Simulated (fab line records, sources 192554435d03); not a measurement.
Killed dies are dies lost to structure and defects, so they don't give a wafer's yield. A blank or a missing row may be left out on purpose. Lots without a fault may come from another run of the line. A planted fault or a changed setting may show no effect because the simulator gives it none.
One fault seen from 2 desks | flow n5_finfet | each desk has only its own numbers; what lay behind them comes last

THE TOOL OWNER'S DESK: plasma_asher-01
The tool's own readings at N5_ZERO_LAYER_STRIP_24 (strips in O2): means of the sampled wafers that have a number, for each lot that ran on this tool. A lot is out of limits, marked OUT, if its mean lies more than 4 standard deviations from the usual mean; the brackets give that distance.
Columns: A = chamber_pressure_mTorr at N5_ZERO_LAYER_STRIP_24, usual 999.9 mTorr; B = drypump_motor_current_A at N5_ZERO_LAYER_STRIP_24, usual 5.8 A; C = heater_power_w at N5_ZERO_LAYER_STRIP_24, usual 327 W; D = oes_product_au at N5_ZERO_LAYER_STRIP_24, usual 0.647 a.u.; E = strip_time_to_endpoint_s at N5_ZERO_LAYER_STRIP_24, usual 43.80 s
lot  | first seen here | A      | B   | C   | D     | E
L343 | day 3 07:17     | 1000.0 | 6.1 | 310 | 0.649 | 43.87
This desk's finding: nothing out of limits on the one lot.

THE METROLOGY DESK
What the gauges read, lot by lot, whatever tool the lot ran on: means of the sampled wafers that have a number. A lot is out of limits, marked OUT, if its mean lies more than 4 standard deviations from the usual mean; the brackets give that distance. Of its 11 readings 7 are shown: those that lie furthest out on some lot.
Columns: A = DIBL_N at N5_BEOL_M4_RC_MEAS_101, usual 37.1 mV/V; B = DIBL_P at N5_BEOL_M4_RC_MEAS_101, usual 37 mV/V; C = IOFF_P at N5_BEOL_M4_RC_MEAS_101, usual 0.21 nA/um; D = ION_N at N5_BEOL_M4_RC_MEAS_101, usual 674 uA/um; E = ION_P at N5_BEOL_M4_RC_MEAS_101, usual 459 uA/um; F = SS_P at N5_BEOL_M4_RC_MEAS_101, usual 73.4 mV/dec; G = VT_P at N5_BEOL_M4_RC_MEAS_101, usual -251 mV
lot  | first seen here | A    | B  | C    | D   | E   | F    | G
L343 | day 3 06:44     | 36.5 | 34 | 0.21 | 669 | 458 | 72.8 | -251
L344 | day 3 12:46     | 36.5 | 35 | 0.19 | 663 | 452 | 72.9 | -253
L348 | day 4 12:39     | 35.6 | 36 | 0.18 | 671 | 457 | 72.7 | -254
L349 | day 4 18:47     | 36.3 | 36 | 0.21 | 667 | 457 | 73.7 | -250
L357 | day 6 18:47     | 33.2 | 33 | 0.14 | 653 | 441 | 72.4 | -258
L359 | day 7 06:38     | 39.3 | 39 | 0.22 | 682 | 455 | 73.4 | -250
This desk's finding: nothing out of limits on any of the 6 lots.

PUT TOGETHER
The tool owner's desk saw nothing out of limits.
The metrology desk saw nothing out of limits.

WHAT THE SIMULATOR HAD PUT IN
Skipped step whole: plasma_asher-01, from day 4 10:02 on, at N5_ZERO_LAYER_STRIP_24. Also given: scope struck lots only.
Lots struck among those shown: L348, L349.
